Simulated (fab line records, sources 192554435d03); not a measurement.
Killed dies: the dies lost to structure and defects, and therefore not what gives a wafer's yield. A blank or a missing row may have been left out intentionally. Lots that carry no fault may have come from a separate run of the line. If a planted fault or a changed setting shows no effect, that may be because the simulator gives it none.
fab line records	flow n5Finfet
record lots=7	wafers=21
route steps=1938 shown PMOS_HMC_CHANNEL_EPI@63 FIN_SAQP@116 DUMMY_GATE@224 SD_EPI_N@262
startH: start of the lot's first displayed wafer, in hours after the record's first day	waitH: hours from the lot's prior step to this one	" repeats the value in the row above	L1.1+2: one row covering several wafers at once	- no value present, or no start provided	* or withheld: withheld	< > ~ a bound
route shown NAME@n: names a module that has steps shown in the file, with the first one's number in the route	usual: the fault-free wafers' mean and standard deviation	same: alike in all rows	chamber/n: place in a boat	sites: per-site readings	_std_site: the values' standard deviation	_edge_site: outer sites' mean less inner sites'	radiusMm: how far each site lies from the wafer's centre	mask NAME#n: copy n	behind: tool/chamber where the wafer was last shaped	hold: why the lot went on hold/how many hours it stayed there/how the hold came to an end	device: the n, p or np transistor that did not switch	end of line: the route-end tests of the same wafers	a step without rows: its recipe alone	killed: dies that structure and defects cost at the first sort, which is not the same as the wafer's yield	map: shows each die of a wafer: x if killed, . if not, _ if none is there
set.NAME: the run value of the setting; set.NAME@STEP: its run value at that earlier step	model.NAME: the simulator's own value behind a step, which no gauge read
lots run with intentionally changed settings; tables by step, rows by wafer
## steps
# step N5_PMOS_HMC_CHANNEL_EPI_PEB_07
# recipe pebTempC=110	pebTimeS=60	resist=CAR-ArF-block
lot.wafer	tool	chamber	startH	waitH	set.pebTempC
L076.3	lithoTrack-02	0	29.13	0.0	112
L076.5+6	"	0	"	"	110
L078.1	lithoTrack-04	0	42.50	0.1	110
L078.3+6	"	0	"	"	107.4
L079.2+5+6	lithoTrack-04	0	47.25	0.0	110
L080.1	lithoTrack-02	0	53.24	0.1	111.4
L080.3+4	"	0	"	"	110
L083.3	lithoTrack-01	0	71.27	0.0	107.9
L083.4+6	"	0	"	"	110
L085.3+6	lithoTrack-04	0	83.50	0.0	106.8
L085.5	"	0	"	"	110
L087.2+5	lithoTrack-01	0	95.37	0.0	107.1
L087.4	"	0	"	"	110
# step N5_PMOS_HMC_CHANNEL_EPI_DEVELOP_08
# recipe developTimeS=30	developer=TMAH	resist=CAR-ArF-block	devTempC=23	rinseLiquid=diw	dry=airSpin
# step N5_PMOS_HMC_CHANNEL_EPI_CD_MEAS_09
# recipe targetCdNm=237.4	landingEnergyEv=500	detector=seInlens
# usual cdNm=237.4/1
lot.wafer	tool	chamber	startH	waitH	set.pebTempC@PMOS_HMC_CHANNEL_EPI_PEB_07	cdNm
L076.3	cdSem-03	0	29.20	-	112	241.5
L076.5	"	0	"	"	110	235.7
L076.6	"	0	"	"	110	236.5
L078.1	cdSem-02	0	42.57	-	110	236.7
L078.3	"	0	"	"	107.4	229.0
L078.6	"	0	"	"	107.4	228.7
L079.2	cdSem-03	0	47.32	-	110	237.9
L079.5	"	0	"	"	110	236.8
L079.6	"	0	"	"	110	236.3
L080.1	cdSem-02	0	53.30	-	111.4	241.5
L080.3	"	0	"	"	110	237.2
L080.4	"	0	"	"	110	236.8
L083.3	cdSem-01	0	71.34	-	107.9	229.9
L083.4	"	0	"	"	110	237.8
L083.6	"	0	"	"	110	238.8
L085.3	cdSem-02	0	83.57	-	106.8	226.3
L085.5	"	0	"	"	110	236.6
L085.6	"	0	"	"	106.8	227.1
L087.2	cdSem-03	0	95.44	-	107.1	228.1
L087.4	"	0	"	"	110	239.3
L087.5	"	0	"	"	107.1	228.4
# step N5_PMOS_HMC_CHANNEL_EPI_DESCUM_14
# recipe chemistry=O2	timeS=7.9	sourcePowerW=50	biasPowerW=20	pressureMtorr=20	rfFrequencyHz=2.712e+07	tempC=40	resist=CAR-ArF-block	o2FlowSccm=225
lot.wafer	tool	chamber	startH	waitH	set.timeS	set.pebTempC@PMOS_HMC_CHANNEL_EPI_PEB_07	model.PMOS_HMC_CHANNEL_EPI.cdNm
L076.3	rieDiel-04	2	29.28	0.0	8.813	112	241.5
L076.5	"	2	"	"	7.9	110	235.5
L076.6	"	1	"	"	7.9	110	236.4
L078.1	rieDiel-06	3	42.66	0.0	7.9	110	237.4
L078.3	"	2	"	"	7.9	107.4	229
L078.6	"	1	"	"	9.582	107.4	228.7
L079.2	rieDiel-06	2	47.55	0.2	7.9	110	237.8
L079.5	"	1	"	"	7.9	110	236.7
L079.6	"	2	"	"	7.9	110	236.4
L080.1	rieDiel-06	1	54.27	0.9	7.9	111.4	241.7
L080.3	"	3	"	"	7.9	110	237.4
L080.4	"	2	"	"	7.9	110	236.8
L083.3	rieDiel-02	3	71.43	0.0	8.569	107.9	229.9
L083.4	"	1	"	"	7.9	110	237.6
L083.6	"	0	"	"	7.9	110	239.1
L085.3	rieDiel-06	0	83.65	0.0	6.467	106.8	225.9
L085.5	"	0	"	"	7.9	110	236.6
L085.6	"	1	"	"	7.9	106.8	227.1
L087.2	rieDiel-04	0	95.52	0.0	7.9	107.1	228.4
L087.4	"	1	"	"	7.9	110	238.9
L087.5	"	0	"	"	7.138	107.1	228.5
# step N5_PMOS_HMC_CHANNEL_EPI_ETCH_32
# recipe chemistry=N2/H2	target=BARC	stopOn=SiO2	targetDepthA=858	overEtchFrac=0.3	timeS=50.3	ionEnergyEv=200	maskMaterial=CAR-ArF-block	pressureMtorr=30	sourceW=840	biasW=150	n2FlowSccm=200	h2FlowSccm=200
lot.wafer	tool	chamber	startH	waitH	set.pebTempC@PMOS_HMC_CHANNEL_EPI_PEB_07	model.PMOS_HMC_CHANNEL_EPI.cdNm
L076.3	rieDiel-04	2	29.32	0.0	112	244
L076.5	"	2	"	"	110	238.1
L076.6	"	1	"	"	110	239.2
L078.1	rieDiel-06	3	42.70	0.0	110	240.1
L078.3	"	2	"	"	107.4	230.5
L078.6	"	1	"	"	107.4	230.4
L079.2	rieDiel-06	2	47.59	0.0	110	239.2
L079.5	"	1	"	"	110	238.3
L079.6	"	2	"	"	110	237.7
L080.1	rieDiel-06	1	54.31	0.0	111.4	243.7
L080.3	"	3	"	"	110	240.9
L080.4	"	2	"	"	110	239
L083.3	rieDiel-02	3	71.46	0.0	107.9	231.2
L083.4	"	1	"	"	110	241
L083.6	"	0	"	"	110	241.4
L085.3	rieDiel-06	0	83.69	0.0	106.8	228.9
L085.5	"	0	"	"	110	239.5
L085.6	"	1	"	"	106.8	229
L087.2	rieDiel-04	0	95.56	0.0	107.1	231.5
L087.4	"	1	"	"	110	241.6
L087.5	"	0	"	"	107.1	231.6
# step N5_PMOS_HMC_CHANNEL_EPI_HM_OPEN_15
# recipe chemistry=CHF3/O2	target=SiO2	maskMaterial=CAR-ArF-block	targetDepthA=406	CHF3_flow_sccm=50	O2_flow_sccm=5	Ar_flow_sccm=200	timeS=20.3	pressureMtorr=30	sourceW=650	biasW=170	ionEnergyEv=200
# step N5_PMOS_HMC_CHANNEL_EPI_STRIP_33
# recipe chemistry=N2/H2	powerW=500	tempC=40	pressureMtorr=50	rfFrequencyHz=6e+07	overashFraction=0.3	biasPowerW=8	h2Frac=0.5	n2FlowSccm=300	h2FlowSccm=300
# step N5_PMOS_HMC_CHANNEL_EPI_STRIP_17
# recipe chemistry=SPM	timeS=750	tempC=130	h2so4H2o2VolRatio=4	dry=ipaMarangoni
# step N5_PMOS_HMC_CHANNEL_EPI_ETCH_38
# recipe chemistry=CF4	target=SiO2	targetDepthA=15	ionEnergyEv=350	pressureMtorr=10	icpW=800	biasW=400	cf4FlowSccm=80
lot.wafer	tool	chamber	startH	waitH	set.pebTempC@PMOS_HMC_CHANNEL_EPI_PEB_07	model.PMOS_HMC_CHANNEL_EPI.cdNm
L076.3	rieSi-04	2	29.72	0.0	112	244
L076.5	"	3	"	"	110	238.3
L076.6	"	0	"	"	110	239.2
L078.1	rieSi-01	1	43.10	0.0	110	240
L078.3	"	2	"	"	107.4	230.6
L078.6	"	3	"	"	107.4	230.2
L079.2	rieSi-01	2	48.01	0.0	110	239.3
L079.5	"	1	"	"	110	238.3
L079.6	"	2	"	"	110	237.6
L080.1	rieSi-01	3	54.71	0.0	111.4	243.5
L080.3	"	1	"	"	110	240.8
L080.4	"	2	"	"	110	239
L083.3	rieSi-01	2	71.86	0.0	107.9	231.1
L083.4	"	0	"	"	110	240.8
L083.6	"	2	"	"	110	241.4
L085.3	rieSi-01	1	84.09	0.0	106.8	228.6
L085.5	"	1	"	"	110	239.3
L085.6	"	0	"	"	106.8	228.8
L087.2	rieSi-04	1	95.96	0.0	107.1	231.5
L087.4	"	0	"	"	110	241.5
L087.5	"	0	"	"	107.1	231.6
# step N5_FIN_SAQP_ETCH_52
# recipe chemistry=N2/H2	target=SOC	targetDepthA=1000	overetchA=200	maskMaterial=SiARC	tempC=40	timeS=150	ionEnergyEv=200	pressureMtorr=30	sourceW=840	biasW=150	n2FlowSccm=200	h2FlowSccm=200	ends=endPoint
# usual rfVppV=523.9/2.7
lot.wafer	tool	chamber	startH	waitH	set.sourceW	rfVppV
L076.3	rieDiel-01	0	33.73	0.0	840	524.1
L076.5	"	1	"	"	840	528.3
L076.6	"	2	"	"	840	526.2
L078.1	rieDiel-05	3	47.34	0.0	840	521.7
L078.3	"	2	"	"	840	524.1
L078.6	"	2	"	"	840	524.0
L079.2	rieDiel-01	3	51.70	0.0	840	521.0
L079.5	"	3	"	"	840	520.5
L079.6	"	2	"	"	840	526.7
L080.1	rieDiel-03	0	58.53	0.0	787.5	538.7
L080.3	"	1	"	"	787.5	532.7
L080.4	"	3	"	"	840	525.2
L083.3	rieDiel-01	3	76.17	0.0	840	520.2
L083.4	"	2	"	"	840	526.6
L083.6	"	2	"	"	840	525.0
L085.3	rieDiel-05	0	88.27	0.0	840	524.2
L085.5	"	2	"	"	840	521.1
L085.6	"	1	"	"	840	526.7
L087.2	rieDiel-03	3	104.66	0.0	962.8	501.6
L087.4	"	2	"	"	962.8	498.1
L087.5	"	1	"	"	840	520.0
# step N5_DUMMY_GATE_COAT_28
# recipe resist=underlayer	tempC=205	timeS=60	spinRpm=1500	resistThkNm=10
lot.wafer	tool	chamber	startH	waitH	set.spinRpm	model.underlayer_of_DUMMY_GATE_COAT_28.thkNm
L076.3+5+6	lithoTrack-03	0	-	-	1500	10
L078.1+3+6	lithoTrack-02	0	-	-	1500	10
L079.2+5+6	lithoTrack-03	0	-	-	1500	10
L080.1+3+4	lithoTrack-02	0	-	-	1500	10
L083.3	lithoTrack-03	0	-	-	1500	10
L083.4+6	"	0	"	"	1380	10.4
L085.3+5+6	lithoTrack-03	0	-	-	1500	10
L087.2+4	lithoTrack-03	0	-	-	1357	10.6
L087.5	"	0	"	"	1500	10
# step N5_DUMMY_GATE_EXPOSE_12
# recipe maskId=GATE	na=0.33	sourceShape=annular	sigmaInner=0.2	sigmaOuter=0.6	polarization=unpolarized	targetCdNm=25	doseMj=34
lot.wafer	tool	chamber	startH	waitH	mask	set.doseMj
L076.3+5	euvScanner-01	0	58.68	-	GATE#0	34
L076.6	"	0	"	"	GATE#0	35.83
L078.1+6	euvScanner-01	0	74.47	-	GATE#0	33.15
L078.3	"	0	"	"	GATE#0	34
L079.2+5+6	euvScanner-01	0	75.87	-	GATE#0	34
L080.1+3	euvScanner-02	0	82.38	-	GATE#0	36.4
L080.4	"	0	"	"	GATE#0	34
L083.3+4+6	euvScanner-02	0	102.98	-	GATE#0	34
L085.3	euvScanner-02	0	119.24	-	GATE#0	35.7
L085.5+6	"	0	"	"	GATE#0	34
L087.2+4+5	euvScanner-01	0	131.02	-	GATE#0	34
# step N5_DUMMY_GATE_PEB_13
# recipe pebTempC=100	pebTimeS=60	resist=CAR-EUV
# step N5_DUMMY_GATE_DEVELOP_14
# recipe developTimeS=30	developer=TMAH	resist=CAR-EUV	rinseLiquid=surfactantRinse	dry=airSpin	devTempC=23
# step N5_DUMMY_GATE_CD_MEAS_15
# recipe targetCdNm=25.8	landingEnergyEv=500	detector=seInlens
# usual cdNm=25.12/0.22
lot.wafer	tool	chamber	startH	waitH	set.doseMj@DUMMY_GATE_EXPOSE_12	cdNm
L076.3	cdSem-03	0	58.80	-	34	25.13
L076.5	"	0	"	"	34	24.73
L076.6	"	0	"	"	35.83	24.53
L078.1	cdSem-03	0	74.59	-	33.15	25.45
L078.3	"	0	"	"	34	25.06
L078.6	"	0	"	"	33.15	25.40
L079.2	cdSem-03	0	75.99	-	34	25.14
L079.5	"	0	"	"	34	25.32
L079.6	"	0	"	"	34	25.04
L080.1	cdSem-02	0	82.51	-	36.4	23.75
L080.3	"	0	"	"	36.4	23.70
L080.4	"	0	"	"	34	25.07
L083.3	cdSem-03	0	103.10	-	34	25.40
L083.4	"	0	"	"	34	25.20
L083.6	"	0	"	"	34	25.14
L085.3	cdSem-01	0	119.36	-	35.7	24.11
L085.5	"	0	"	"	34	25.30
L085.6	"	0	"	"	34	25.20
L087.2	cdSem-01	0	131.14	-	34	25.39
L087.4	"	0	"	"	34	25.32
L087.5	"	0	"	"	34	25.08
# step N5_SD_EPI_N_COAT_32
# recipe resist=SOC	tempC=250	timeS=60	spinRpm=1500	resistThkNm=350
lot.wafer	tool	chamber	startH	waitH	set.spinRpm	model.SOC_of_SD_EPI_N_COAT_32.thkNm
L076.3+5	lithoTrack-05	0	61.05	0.0	1500	349.2
L076.6	"	0	"	"	1500	350
L078.1	lithoTrack-03	0	77.20	0.0	1383	366
L078.3	"	0	"	"	1500	349.4
L078.6	"	0	"	"	1500	350.4
L079.2	lithoTrack-05	0	78.22	0.0	1500	352
L079.5	"	0	"	"	1500	350.6
L079.6	"	0	"	"	1500	350.2
L080.1	lithoTrack-04	0	85.08	0.0	1500	351.2
L080.3	"	0	"	"	1500	350.6
L080.4	"	0	"	"	1500	351
L083.3	lithoTrack-05	0	105.54	0.0	1500	352
L083.4	"	0	"	"	1500	352.4
L083.6	"	0	"	"	1500	351.8
L085.3	lithoTrack-04	0	121.86	0.0	1632	335.2
L085.5	"	0	"	"	1632	336.2
L085.6	"	0	"	"	1632	335.6
L087.2	lithoTrack-05	0	133.42	0.0	1500	349.6
L087.4	"	0	"	"	1424	358.2
L087.5	"	0	"	"	1424	359
# step N5_SD_EPI_N_PEB_07
# recipe pebTempC=110	pebTimeS=60	resist=CAR-ArF-block
lot.wafer	tool	chamber	startH	waitH	set.pebTempC
L076.3+5	lithoTrack-03	0	61.35	0.0	110
L076.6	"	0	"	"	111.1
L078.1+3	lithoTrack-05	0	77.38	0.1	111.3
L078.6	"	0	"	"	110
L079.2+5+6	lithoTrack-03	0	78.52	0.0	110
L080.1+4	lithoTrack-03	0	85.26	0.1	110
L080.3	"	0	"	"	107.7
L083.3+4+6	lithoTrack-04	0	105.72	0.0	110
L085.3+5	lithoTrack-04	0	122.16	0.0	112.3
L085.6	"	0	"	"	110
L087.2+4+5	lithoTrack-04	0	133.72	0.0	110
# step N5_SD_EPI_N_DEVELOP_08
# recipe developTimeS=30	developer=TMAH	resist=CAR-ArF-block	devTempC=23	rinseLiquid=diw	dry=airSpin
# step N5_SD_EPI_N_CD_MEAS_09
# recipe targetCdNm=120	landingEnergyEv=500	detector=seInlens
# usual cdNm=120.5/1.1
lot.wafer	tool	chamber	startH	waitH	set.pebTempC@SD_EPI_N_PEB_07	cdNm
L076.3	cdSem-03	0	61.42	-	110	119.4
L076.5	"	0	"	"	110	120.4
L076.6	"	0	"	"	111.1	121.8
L078.1	cdSem-01	0	77.45	-	111.3	123.9
L078.3	"	0	"	"	111.3	124.9
L078.6	"	0	"	"	110	119.3
L079.2	cdSem-03	0	78.59	-	110	120.0
L079.5	"	0	"	"	110	118.6
L079.6	"	0	"	"	110	119.2
L080.1	cdSem-02	0	85.32	-	110	119.4
L080.3	"	0	"	"	107.7	112.2
L080.4	"	0	"	"	110	120.3
L083.3	cdSem-01	0	105.78	-	110	119.9
L083.4	"	0	"	"	110	120.4
L083.6	"	0	"	"	110	121.6
L085.3	cdSem-03	0	122.23	-	112.3	127.1
L085.5	"	0	"	"	112.3	125.7
L085.6	"	0	"	"	110	122.4
L087.2	cdSem-01	0	133.78	-	110	121.2
L087.4	"	0	"	"	110	121.5
L087.5	"	0	"	"	110	120.4
# step N5_SD_EPI_N_DESCUM_14
# recipe chemistry=O2	timeS=7.9	sourcePowerW=50	biasPowerW=20	pressureMtorr=20	rfFrequencyHz=2.712e+07	tempC=40	resist=CAR-ArF-block	o2FlowSccm=225
lot.wafer	tool	chamber	startH	waitH	set.pebTempC@SD_EPI_N_PEB_07	model.SD_EPI_N.cdNm
L076.3	rieDiel-05	0	61.51	0.0	110	118.8
L076.5	"	1	"	"	110	120.4
L076.6	"	0	"	"	111.1	121.8
L078.1	rieDiel-01	0	77.68	0.2	111.3	123.8
L078.3	"	3	"	"	111.3	124
L078.6	"	3	"	"	110	119.4
L079.2	rieDiel-05	3	78.68	0.0	110	119.8
L079.5	"	1	"	"	110	118.2
L079.6	"	0	"	"	110	119
L080.1	rieDiel-03	0	85.41	0.0	110	119.6
L080.3	"	2	"	"	107.7	112.4
L080.4	"	1	"	"	110	120.2
L083.3	rieDiel-01	3	106.68	0.8	110	120
L083.4	"	1	"	"	110	120.6
L083.6	"	1	"	"	110	120.8
L085.3	rieDiel-05	2	122.32	0.0	112.3	127.2
L085.5	"	2	"	"	112.3	125.6
L085.6	"	1	"	"	110	122.4
L087.2	rieDiel-01	1	133.90	0.0	110	121.2
L087.4	"	0	"	"	110	121.4
L087.5	"	1	"	"	110	120.4
# step N5_SD_EPI_N_ETCH_34
# recipe chemistry=CF4	target=SiARC	targetDepthA=455	maskMaterial=CAR-ArF-block	timeS=75.8	ionEnergyEv=80	pressureMtorr=40	sourceW=545	biasW=36	Ar_flow_sccm=100	cf4FlowSccm=100	ends=cleared
lot.wafer	tool	chamber	startH	waitH	set.pebTempC@SD_EPI_N_PEB_07	model.SD_EPI_N.cdNm
L076.3	rieDiel-05	0	61.54	0.0	110	118.8
L076.5	"	1	"	"	110	120.4
L076.6	"	0	"	"	111.1	122
L078.1	rieDiel-01	0	77.71	0.0	111.3	123.4
L078.3	"	3	"	"	111.3	124
L078.6	"	3	"	"	110	119.4
L079.2	rieDiel-05	3	78.71	0.0	110	119.8
L079.5	"	1	"	"	110	118.6
L079.6	"	0	"	"	110	119.2
L080.1	rieDiel-03	0	85.45	0.0	110	119.4
L080.3	"	2	"	"	107.7	112.4
L080.4	"	1	"	"	110	120.2
L083.3+4	rieDiel-01	3,1	106.71	0.0	110	120.2
L083.6	"	1	"	"	110	120.6
L085.3	rieDiel-05	2	122.35	0.0	112.3	127.2
L085.5	"	2	"	"	112.3	125.6
L085.6	"	1	"	"	110	122.8
L087.2	rieDiel-01	1	133.94	0.0	110	121
L087.4	"	0	"	"	110	121.2
L087.5	"	1	"	"	110	120
# step N5_SD_EPI_N_ETCH_35
# recipe chemistry=N2/H2	target=SOC	overetchA=1080	maskMaterial=SiARC	tempC=40	ionEnergyEv=100	sourceW=3000	biasW=133	pressureMtorr=20	timeS=486	n2FlowSccm=200	h2FlowSccm=200
lot.wafer	tool	chamber	startH	waitH	set.pebTempC@SD_EPI_N_PEB_07	model.SD_EPI_N.cdNm
L076.3	rieDiel-05	0	61.60	0.0	110	121
L076.5	"	1	"	"	110	121.6
L076.6	"	0	"	"	111.1	124.4
L078.1	rieDiel-01	0	77.77	0.0	111.3	126.2
L078.3	"	3	"	"	111.3	124.6
L078.6	"	3	"	"	110	119.4
L079.2	rieDiel-05	3	78.77	0.0	110	120
L079.5	"	1	"	"	110	117.8
L079.6	"	0	"	"	110	121.6
L080.1	rieDiel-03	0	85.50	0.0	110	119
L080.3	"	2	"	"	107.7	109
L080.4	"	1	"	"	110	119.4
L083.3+6	rieDiel-01	3,1	106.77	0.0	110	119.8
L083.4	"	1	"	"	110	118.4
L085.3	rieDiel-05	2	122.41	0.0	112.3	128.8
L085.5	"	2	"	"	112.3	127.2
L085.6	"	1	"	"	110	123
L087.2	rieDiel-01	1	133.99	0.0	110	119.4
L087.4	"	0	"	"	110	122.6
L087.5	"	1	"	"	110	118
# step N5_SD_EPI_N_STRIP_36
# recipe chemistry=N2/H2	tempC=40	n2FlowSccm=200	h2FlowSccm=200	rfFrequencyHz=6e+07
# step N5_SD_EPI_N_ETCHBACK_44
# recipe chemistry=CH3F/O2	mode=anisotropicEtchback	target=SiNx	targetDepthA=145	stopOn=SiO2	overEtchFrac=0.3	ionEnergyEv=120	pressureMtorr=30	sourceW=395	biasW=73	Ar_flow_sccm=150	CH3F_flow_sccm=30	O2_flow_sccm=20
lot.wafer	tool	chamber	startH	waitH	set.pebTempC@SD_EPI_N_PEB_07	model.SD_EPI_N.cdNm
L076.3	rieDiel-05	0	61.92	0.0	110	121
L076.5	"	1	"	"	110	121.4
L076.6	"	0	"	"	111.1	124.4
L078.1	rieDiel-01	0	78.09	0.0	111.3	126.4
L078.3	"	3	"	"	111.3	124.6
L078.6	"	3	"	"	110	119.4
L079.2	rieDiel-05	3	79.09	0.0	110	120
L079.5	"	1	"	"	110	117.8
L079.6	"	0	"	"	110	121.6
L080.1	rieDiel-03	0	85.83	0.0	110	119.2
L080.3	"	2	"	"	107.7	108.8
L080.4	"	1	"	"	110	119.6
L083.3	rieDiel-01	3	107.09	0.0	110	120
L083.4	"	1	"	"	110	118.4
L083.6	"	1	"	"	110	119.8
L085.3	rieDiel-05	2	122.73	0.0	112.3	128.8
L085.5	"	2	"	"	112.3	127.2
L085.6	"	1	"	"	110	123
L087.2	rieDiel-01	1	134.32	0.0	110	119.4
L087.4	"	0	"	"	110	122.6
L087.5	"	1	"	"	110	118
## key
split step=N5_PMOS_HMC_CHANNEL_EPI_PEB_07	setting=pebTempC	stated=110	by=wafer
response step=N5_PMOS_HMC_CHANNEL_EPI_CD_MEAS_09	reading=cdNm	change=+3.66	per=1%	r=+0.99
response step=N5_PMOS_HMC_CHANNEL_EPI_DESCUM_14	reading=model.PMOS_HMC_CHANNEL_EPI.cdNm	change=+3.69	per=1%	r=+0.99
response step=N5_PMOS_HMC_CHANNEL_EPI_ETCH_32	reading=model.PMOS_HMC_CHANNEL_EPI.cdNm	change=+3.85	per=1%	r=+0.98
response step=N5_PMOS_HMC_CHANNEL_EPI_ETCH_38	reading=model.PMOS_HMC_CHANNEL_EPI.cdNm	change=+3.83	per=1%	r=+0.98
split step=N5_PMOS_HMC_CHANNEL_EPI_DESCUM_14	setting=timeS	stated=7.9	by=wafer
response none clear
split step=N5_FIN_SAQP_ETCH_52	setting=sourceW	stated=840	by=wafer
response step=N5_FIN_SAQP_ETCH_52	reading=rfVppV	change=-1.42	per=1%	r=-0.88
split step=N5_DUMMY_GATE_COAT_28	setting=spinRpm	stated=1500	by=wafer
response step=N5_DUMMY_GATE_COAT_28	reading=model.underlayer_of_DUMMY_GATE_COAT_28.thkNm	change=-0.0576	per=1%	r=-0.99
split step=N5_DUMMY_GATE_EXPOSE_12	setting=doseMj	stated=34	by=wafer
response step=N5_DUMMY_GATE_CD_MEAS_15	reading=cdNm	change=-0.166	per=1%	r=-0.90
split step=N5_SD_EPI_N_COAT_32	setting=spinRpm	stated=1500	by=wafer
response step=N5_SD_EPI_N_COAT_32	reading=model.SOC_of_SD_EPI_N_COAT_32.thkNm	change=-1.98	per=1%	r=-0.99
split step=N5_SD_EPI_N_PEB_07	setting=pebTempC	stated=110	by=wafer
response step=N5_SD_EPI_N_CD_MEAS_09	reading=cdNm	change=+2.91	per=1%	r=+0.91
response step=N5_SD_EPI_N_DESCUM_14	reading=model.SD_EPI_N.cdNm	change=+2.83	per=1%	r=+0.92
response step=N5_SD_EPI_N_ETCH_34	reading=model.SD_EPI_N.cdNm	change=+2.74	per=1%	r=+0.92
response step=N5_SD_EPI_N_ETCH_35	reading=model.SD_EPI_N.cdNm	change=+3.77	per=1%	r=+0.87
response step=N5_SD_EPI_N_ETCHBACK_44	reading=model.SD_EPI_N.cdNm	change=+3.86	per=1%	r=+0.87
